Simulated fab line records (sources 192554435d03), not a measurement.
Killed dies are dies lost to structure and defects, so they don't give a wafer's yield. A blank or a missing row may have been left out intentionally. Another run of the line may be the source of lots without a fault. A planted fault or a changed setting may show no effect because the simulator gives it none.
Matching of chambers / flow n5_finfet / 3 sister chambers for N5_BEOL_M14_DEP_53 on pecvd-01
The step deposits SiCN from 3MS/NH3, target thk 50 nm, time 17.8 s. 6 wafers are shown with their chamber, then 12 later ones without.

## WAFERS, EACH WITH ITS CHAMBER
wafer=L086.6; chamber=1; showerhead_plenum_p_Torr (Torr)=4.141; throttle_valve_pct (%)=18.5
wafer=L090.1; chamber=0; showerhead_plenum_p_Torr (Torr)=4.187; throttle_valve_pct (%)=18.3
wafer=L090.5; chamber=1; showerhead_plenum_p_Torr (Torr)=4.137; throttle_valve_pct (%)=18.4
wafer=L092.3; chamber=2; showerhead_plenum_p_Torr (Torr)=4.147; throttle_valve_pct (%)=18.3
wafer=L092.4; chamber=0; showerhead_plenum_p_Torr (Torr)=4.190; throttle_valve_pct (%)=18.5
wafer=L092.6; chamber=2; showerhead_plenum_p_Torr (Torr)=4.132; throttle_valve_pct (%)=18.4

## WAFERS WHOSE CHAMBER IS MISSING
wafer=L093.1; showerhead_plenum_p_Torr (Torr)=4.137; throttle_valve_pct (%)=18.8
wafer=L093.2; showerhead_plenum_p_Torr (Torr)=4.190; throttle_valve_pct (%)=18.3
wafer=L093.4; showerhead_plenum_p_Torr (Torr)=4.151; throttle_valve_pct (%)=18.1
wafer=L094.1; showerhead_plenum_p_Torr (Torr)=4.135; throttle_valve_pct (%)=18.7
wafer=L094.2; showerhead_plenum_p_Torr (Torr)=4.152; throttle_valve_pct (%)=18.0
wafer=L094.5; showerhead_plenum_p_Torr (Torr)=4.135; throttle_valve_pct (%)=18.4
wafer=L095.2; showerhead_plenum_p_Torr (Torr)=4.130; throttle_valve_pct (%)=18.7
wafer=L095.3; showerhead_plenum_p_Torr (Torr)=4.187; throttle_valve_pct (%)=18.8
wafer=L095.4; showerhead_plenum_p_Torr (Torr)=4.142; throttle_valve_pct (%)=17.9
wafer=L097.2; showerhead_plenum_p_Torr (Torr)=4.181; throttle_valve_pct (%)=18.3
wafer=L097.4; showerhead_plenum_p_Torr (Torr)=4.142; throttle_valve_pct (%)=18.3
wafer=L097.5; showerhead_plenum_p_Torr (Torr)=4.198; throttle_valve_pct (%)=18.5

## WHICH CHAMBER EACH WENT THROUGH
wafer=L093.1; from the rows above=can't be placed: 1 or 2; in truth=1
wafer=L093.2; from the rows above=0; in truth=0
wafer=L093.4; from the rows above=can't be placed: 2 or 1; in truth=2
wafer=L094.1; from the rows above=can't be placed: 1 or 2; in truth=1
wafer=L094.2; from the rows above=can't be placed: 2 or 1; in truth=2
wafer=L094.5; from the rows above=can't be placed: 1 or 2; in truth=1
wafer=L095.2; from the rows above=can't be placed: 1 or 2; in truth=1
wafer=L095.3; from the rows above=0; in truth=0
wafer=L095.4; from the rows above=can't be placed: 2 or 1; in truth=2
wafer=L097.2; from the rows above=0; in truth=0
wafer=L097.4; from the rows above=can't be placed: 2 or 1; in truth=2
wafer=L097.5; from the rows above=0; in truth=0
Placed correctly: 4 of 12. Cannot be placed on the basis of these rows: 8; the candidates contain the true chamber in 8. Wrongly placed: 0.
How it was worked out, from the rows above alone: a wafer's distance from a chamber is the root of the sum, over the readings, of the square of ((its reading less the chamber's mean) divided by the reading's scatter). If the next closest chamber is less than 2 further off than the closest, the wafer can't be placed; otherwise it belongs to the closest. For every chamber, the mean is computed from those of its wafers that are shown. The scatter is the square root of a quotient: the sum, over the shown wafers, of each reading's squared deviation from its chamber's mean, divided by wafers minus chambers.
